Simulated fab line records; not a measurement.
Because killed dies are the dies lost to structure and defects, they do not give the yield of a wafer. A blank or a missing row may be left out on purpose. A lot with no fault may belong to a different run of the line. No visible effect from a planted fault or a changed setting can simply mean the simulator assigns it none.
Lot-split experiment + flow n5Finfet + 21 wafers read across 7 lots, on a route 1938 steps long

## ABOUT THE SPLIT
At N5_BEOL_M0_SAQP_COAT_34 (resist thk 30 nm), the setting spinRpm was moved away from the recipe's 1500 rpm on 5 of the 21 wafers read, by -11.1% to +5.0%. The other wafers ran this setting at the recipe's value.

## FROM THE SPLIT TO THE READING: what the file shows between them, 5 steps
- N5_BEOL_M0_SAQP_EBR_36
- N5_BEOL_M0_SAQP_SOFTBAKE_35: time 60 s
- N5_BEOL_M0_SAQP_EXPOSE_37: exposes mask M0 CUT1, target cd 30 nm
- N5_BEOL_M0_SAQP_PEB_38: peb time 60 s
- N5_BEOL_M0_SAQP_DEVELOP_39: develop time 30 s

## THE READING
CAR-EUV_of_BEOL_M0_SAQP_COAT_34.thkNm (the simulator's own value, which no gauge read), in nm, at N5_BEOL_M0_SAQP_DESCUM_45 (chemistry O2, time 7 s). No usual value for it is given in the file. The 16 wafers here that ran the recipe average 26.0 nm, standard deviation 0.13 nm.

| wafer  | tool, chamber at the split | spinRpm as run, rpm | against the recipe | CAR-EUV_of_BEOL_M0_SAQP_COAT_34.thkNm, nm | against lot-mates on the recipe |
|--------|----------------------------|---------------------|--------------------|-------------------------------------------|---------------------------------|
| L078.2 | lithoTrack-03, 0           | 1500                | recipe             | 26                                        | -                               |
| L078.5 | lithoTrack-03, 0           | 1500                | recipe             | 26                                        | -                               |
| L078.6 | lithoTrack-03, 0           | 1500                | recipe             | 26                                        | -                               |
| L081.1 | lithoTrack-02, 0           | 1450                | -3.3%              | 26.6                                      | +0.5                            |
| L081.4 | lithoTrack-02, 0           | 1500                | recipe             | 26.2                                      | -                               |
| L081.5 | lithoTrack-02, 0           | 1500                | recipe             | 26                                        | -                               |
| L083.1 | lithoTrack-03, 0           | 1500                | recipe             | 26                                        | -                               |
| L083.3 | lithoTrack-03, 0           | 1500                | recipe             | 26                                        | -                               |
| L083.2 | lithoTrack-03, 0           | 1500                | recipe             | 26.2                                      | -                               |
| L088.4 | lithoTrack-02, 0           | 1500                | recipe             | 26                                        | -                               |
| L088.5 | lithoTrack-02, 0           | 1549                | +3.3%              | 25.6                                      | -0.4                            |
| L088.6 | lithoTrack-02, 0           | 1549                | +3.3%              | 25.6                                      | -0.4                            |
| L089.2 | lithoTrack-03, 0           | 1500                | recipe             | 26.2                                      | -                               |
| L089.3 | lithoTrack-03, 0           | 1500                | recipe             | 26.2                                      | -                               |
| L089.5 | lithoTrack-03, 0           | 1500                | recipe             | 26                                        | -                               |
| L090.1 | lithoTrack-03, 0           | 1500                | recipe             | 26                                        | -                               |
| L090.2 | lithoTrack-03, 0           | 1575                | +5.0%              | 25.4                                      | -0.7                            |
| L090.4 | lithoTrack-03, 0           | 1500                | recipe             | 26.2                                      | -                               |
| L093.1 | lithoTrack-03, 0           | 1500                | recipe             | 25.8                                      | -                               |
| L093.2 | lithoTrack-03, 0           | 1500                | recipe             | 25.8                                      | -                               |
| L093.6 | lithoTrack-03, 0           | 1334                | -11.1%             | 27.8                                      | +2.0                            |

THE FIT
A straight line over all 21 wafers: CAR-EUV_of_BEOL_M0_SAQP_COAT_34.thkNm changes by -0.152 nm for each +1% of spinRpm; r = -0.97; the points scatter about the line by 0.12 nm.
The same after taking each lot's own level away (the mean of its wafers on the recipe; 21 wafers): -0.166 nm for each +1%; r = -0.98; scatter 0.094 nm.
That fit puts the effect of the largest move of spinRpm on the reading at 1.8 nm.
Measured against the standard deviation above, the lots' own levels, which go from 25.80 to 26.13 nm, span 2.6 times it.
So the lot-to-lot level changes the slope little: the two slopes agree.
Check: +1.51 nm against its lot-mates is what the line predicts for one of the wafers moved furthest among these (-11.1%) when that wafer is left out of the fit. Against them it came out at +2 nm.

## THE WHOLE CHAIN: every reading that the file lists as answering this split, in the file's order
| step                       | what it does           | reading                                                                                | change (the file's fit)               | r (the file's) |
|----------------------------|------------------------|----------------------------------------------------------------------------------------|---------------------------------------|----------------|
| N5_BEOL_M0_SAQP_COAT_34    | resist thk 30 nm       | CAR-EUV_of_BEOL_M0_SAQP_COAT_34.thkNm (the simulator's own value, which no gauge read) | -0.155 nm for each +1% of the setting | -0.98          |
| N5_BEOL_M0_SAQP_DEVELOP_39 | develop time 30 s      | CAR-EUV_of_BEOL_M0_SAQP_COAT_34.thkNm (the simulator's own value, which no gauge read) | -0.161 nm for each +1% of the setting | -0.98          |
| N5_BEOL_M0_SAQP_DESCUM_45  | chemistry O2, time 7 s | CAR-EUV_of_BEOL_M0_SAQP_COAT_34.thkNm (the simulator's own value, which no gauge read) | -0.169 nm for each +1% of the setting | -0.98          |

## THE FILE'S OWN FIT
CAR-EUV_of_BEOL_M0_SAQP_COAT_34.thkNm changes by -0.169 nm for each +1% of spinRpm, r = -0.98.
